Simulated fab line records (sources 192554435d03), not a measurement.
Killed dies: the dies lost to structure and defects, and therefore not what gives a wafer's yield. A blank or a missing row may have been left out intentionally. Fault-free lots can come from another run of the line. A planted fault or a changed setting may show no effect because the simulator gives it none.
fab line records + flow n5_finfet
record:
- lots: 7
- wafers: 39
route steps=1938 shown MOL_CONTACT_COAG@608
start_h: start of the lot's first displayed wafer, in hours after the record's first day + wait_h: hours from the lot's prior step to this one + " same as the row above + L1.1+2: one row covering several wafers at once + - either no value or no given start + * or withheld: withheld + < > ~ a bound
route shown NAME@n: a module of which the file shows steps, and the number in the route of the first + usual: mean/standard deviation taken from wafers without a fault + same: alike in all rows + chamber/n: place in a boat + sites: per-site readings + _std_site: the values' standard deviation + _edge_site: mean of outer sites minus mean of inner sites + radius_mm: for every site, how far away it sits from the centre of the wafer + mask NAME#n: copy n + behind: the last tool/chamber to shape the wafer + hold: why the lot went on hold/how many hours it stayed there/how the hold came to an end + device: transistor that didn't switch, given as n, p or np + end of line: the route-end tests of the same wafers + where a step has no rows: the recipe by itself + killed: dies that structure and defects cost at the first sort, which is not the same as the wafer's yield + map: shows each die of a wafer: x if killed, . if not, _ if none is there
set.NAME: setting as actually run; set.NAME@STEP: the setting as run at that earlier step + model.NAME: the simulator's own value behind a step, which no gauge read
one table per step and one row per wafer, for lots whose settings were changed on purpose
== steps ==
step: N5_MOL_CONTACT_COAG_ALD_133
recipe:
- material: SiO2
- target_thk_a: 50
- temp_c: 100
- ald_precursor_family: BDEAS
- ald_co_reactant: O2-plasma
- pulse_time_s: 1
- co_reactant_pulse_time_s: 1
- purge_time_s: 2
- co_reactant_purge_time_s: 2
- ald_cycles: 35
- pressure_torr: 2
| lot.wafer        | tool       | chamber     | start_h | wait_h | set.ald_cycles | model.SiO2_of_MOL_CONTACT_COAG_ALD_133.thk_nm |
|------------------|------------|-------------|---------|--------|----------------|-----------------------------------------------|
| L076.1+3+6       | ald_sin-02 | 2,0,1       | 118.59  | 0.1    | 35             | 5                                             |
| L076.2+4+5       | "          | 1,3,2       | "       | "      | 41             | 5.8                                           |
| L081.1+3+4       | ald_sin-02 | 2,1,0       | 142.94  | 0.4    | 35             | 5                                             |
| L081.2+5+6       | "          | 3,1,0       | "       | "      | 32             | 4.6                                           |
| L083.1+2+3+4+5+6 | ald_sin-03 | 2,3,0,1,0,3 | 158.68  | 0.1    | 35             | 5                                             |
| L085.1+4+6       | ald_sin-03 | 0,3,3       | 178.67  | 0.5    | 35             | 5                                             |
| L085.2+3+5       | "          | 1,2,0       | "       | "      | 38             | 5.4                                           |
| L088.1+4+6       | ald_sin-03 | 3,1,2       | 184.92  | 0.1    | 35             | 5                                             |
| L090.1+3+6       | ald_sin-04 | 0,3,3       | 196.28  | 0.1    | 32             | 4.6                                           |
| L090.2+4+5       | "          | 2,0,2       | "       | "      | 35             | 5                                             |
| L096.1+2+3+4+5+6 | ald_sin-03 | 3,1,2,0,0,1 | 233.20  | 0.1    | 35             | 5                                             |
step: N5_MOL_CONTACT_COAG_ETCHBACK_136
recipe:
- chemistry: CHF3
- target: SiO2
- target_depth_a: 250
- time_s: 16.7
- ion_energy_ev: 200
- pressure_mtorr: 30
- source_w: 610
- bias_w: 170
- Ar_flow_sccm: 200
- CHF3_flow_sccm: 50
| lot.wafer        | tool        | chamber     | start_h | wait_h | set.target_depth_a |
|------------------|-------------|-------------|---------|--------|--------------------|
| L076.1+4+5       | rie_diel-05 | 1,3,1       | 118.94  | 0.0    | 217.8              |
| L076.2+3+6       | "           | 3,0,0       | "       | "      | 250                |
| L081.1+2+3+4+5+6 | rie_diel-02 | 3,1,0,2,2,3 | 143.30  | 0.0    | 250                |
| L083.1+4+5       | rie_diel-05 | 0,3,3       | 159.07  | 0.0    | 262.7              |
| L083.2+3+6       | "           | 2,1,0       | "       | "      | 250                |
| L085.1+2+6       | rie_diel-05 | 2,1,2       | 178.99  | 0.0    | 278.4              |
| L085.3+4+5       | "           | 3,0,1       | "       | "      | 250                |
| L088.1+4+6       | rie_diel-06 | 2,3,2       | 185.22  | 0.0    | 250                |
| L090.1+5+6       | rie_diel-06 | 0,3,0       | 196.59  | 0.0    | 266.7              |
| L090.2+3+4       | "           | 2,3,1       | "       | "      | 250                |
| L096.1+2+3+4+5+6 | rie_diel-05 | 0,2,3,1,0,1 | 233.54  | 0.0    | 250                |
step: N5_MOL_CONTACT_COAG_STRIP_120
recipe:
- chemistry: CHF3
- resist: SiARC
- rf_frequency_hz: 6e+07
step: N5_MOL_CONTACT_COAG_VIA_ETCH_117
recipe:
- chemistry: C4F6/O2
- target_depth_a: 400
- overetch_a: 80
- mask_material: SOC
- target: SiO2
- bias_w: 455
- pressure_mtorr: 10
- time_s: 26
- source_w: 325
- Ar_flow_sccm: 300
- C4F6_flow_sccm: 10
- O2_flow_sccm: 10
- ion_energy_ev: 575.3
- ends: end_point
| lot.wafer | tool        | chamber | start_h | wait_h | set.target_depth_a@MOL_CONTACT_COAG_ETCHBACK_136 | model.etch.depth_nm | model.MOL_CONTACT_COAG.feature_depth_nm |
|-----------|-------------|---------|---------|--------|--------------------------------------------------|---------------------|-----------------------------------------|
| L076.1    | rie_diel-05 | 1       | 118.98  | 0.0    | 217.8                                            | 43.24               | 43.2                                    |
| L076.2    | "           | 3       | "       | "      | 250                                              | 40.67               | 40.6                                    |
| L076.3    | "           | 0       | "       | "      | 250                                              | 39.71               | 39.8                                    |
| L076.4    | "           | 3       | "       | "      | 217.8                                            | 43.54               | 43.6                                    |
| L076.5    | "           | 1       | "       | "      | 217.8                                            | 43.08               | 43                                      |
| L076.6    | "           | 0       | "       | "      | 250                                              | 39.81               | 39.8                                    |
| L081.1    | rie_diel-02 | 3       | 143.33  | 0.0    | 250                                              | 40.53               | 40.6                                    |
| L081.2    | "           | 1       | "       | "      | 250                                              | 39.93               | 40                                      |
| L081.3    | "           | 0       | "       | "      | 250                                              | 40.04               | 40                                      |
| L081.4    | "           | 2       | "       | "      | 250                                              | 40.21               | 40.2                                    |
| L081.5    | "           | 2       | "       | "      | 250                                              | 40.3                | 40.2                                    |
| L081.6    | "           | 3       | "       | "      | 250                                              | 40.51               | 40.6                                    |
| L083.1    | rie_diel-05 | 0       | 159.10  | 0.0    | 262.7                                            | 38.55               | 38.6                                    |
| L083.2    | "           | 2       | "       | "      | 250                                              | 39.75               | 39.8                                    |
| L083.3    | "           | 1       | "       | "      | 250                                              | 39.79               | 39.8                                    |
| L083.4    | "           | 3       | "       | "      | 262.7                                            | 39.23               | 39.2                                    |
| L083.5    | "           | 3       | "       | "      | 262.7                                            | 39.33               | 39.4                                    |
| L083.6    | "           | 0       | "       | "      | 250                                              | 39.54               | 39.6                                    |
| L085.1    | rie_diel-05 | 2       | 179.03  | 0.0    | 278.4                                            | 37.39               | 37.4                                    |
| L085.2    | "           | 1       | "       | "      | 278.4                                            | 37.21               | 37.2                                    |
| L085.3    | "           | 3       | "       | "      | 250                                              | 41.03               | 41                                      |
| L085.4    | "           | 0       | "       | "      | 250                                              | 39.96               | 40                                      |
| L085.5    | "           | 1       | "       | "      | 250                                              | 40.12               | 40.2                                    |
| L085.6    | "           | 2       | "       | "      | 278.4                                            | 37.34               | 37.4                                    |
| L088.1    | rie_diel-06 | 2       | 185.25  | 0.0    | 250                                              | 40.19               | 40.2                                    |
| L088.4    | "           | 3       | "       | "      | 250                                              | 39.56               | 39.6                                    |
| L088.6    | "           | 2       | "       | "      | 250                                              | 40.28               | 40.2                                    |
| L090.1    | rie_diel-06 | 0       | 196.62  | 0.0    | 266.7                                            | 38.62               | 38.6                                    |
| L090.2    | "           | 2       | "       | "      | 250                                              | 40.25               | 40.2                                    |
| L090.3    | "           | 3       | "       | "      | 250                                              | 39.63               | 39.6                                    |
| L090.4    | "           | 1       | "       | "      | 250                                              | 39.58               | 39.6                                    |
| L090.5    | "           | 3       | "       | "      | 266.7                                            | 37.91               | 38                                      |
| L090.6    | "           | 0       | "       | "      | 266.7                                            | 38.53               | 38.6                                    |
| L096.1    | rie_diel-05 | 0       | 233.58  | 0.0    | 250                                              | 39.59               | 39.6                                    |
| L096.2    | "           | 2       | "       | "      | 250                                              | 39.92               | 40                                      |
| L096.3    | "           | 3       | "       | "      | 250                                              | 40.77               | 40.8                                    |
| L096.4    | "           | 1       | "       | "      | 250                                              | 40.03               | 40                                      |
| L096.5    | "           | 0       | "       | "      | 250                                              | 39.52               | 39.6                                    |
| L096.6    | "           | 1       | "       | "      | 250                                              | 40.01               | 40                                      |
== key ==
split:
- step: N5_MOL_CONTACT_COAG_ALD_133
- setting: ald_cycles
- stated: 35
- by: wafer
response:
- step: N5_MOL_CONTACT_COAG_ALD_133
- reading: model.SiO2_of_MOL_CONTACT_COAG_ALD_133.thk_nm
- change: +0.0467
- per: 1%
- r: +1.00
split:
- step: N5_MOL_CONTACT_COAG_ETCHBACK_136
- setting: target_depth_a
- stated: 250
- by: wafer
response:
- step: N5_MOL_CONTACT_COAG_VIA_ETCH_117
- reading: model.etch.depth_nm
- change: -0.244
- per: 1%
- r: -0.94
response:
- step: N5_MOL_CONTACT_COAG_VIA_ETCH_117
- reading: model.MOL_CONTACT_COAG.feature_depth_nm
- change: -0.243
- per: 1%
- r: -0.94
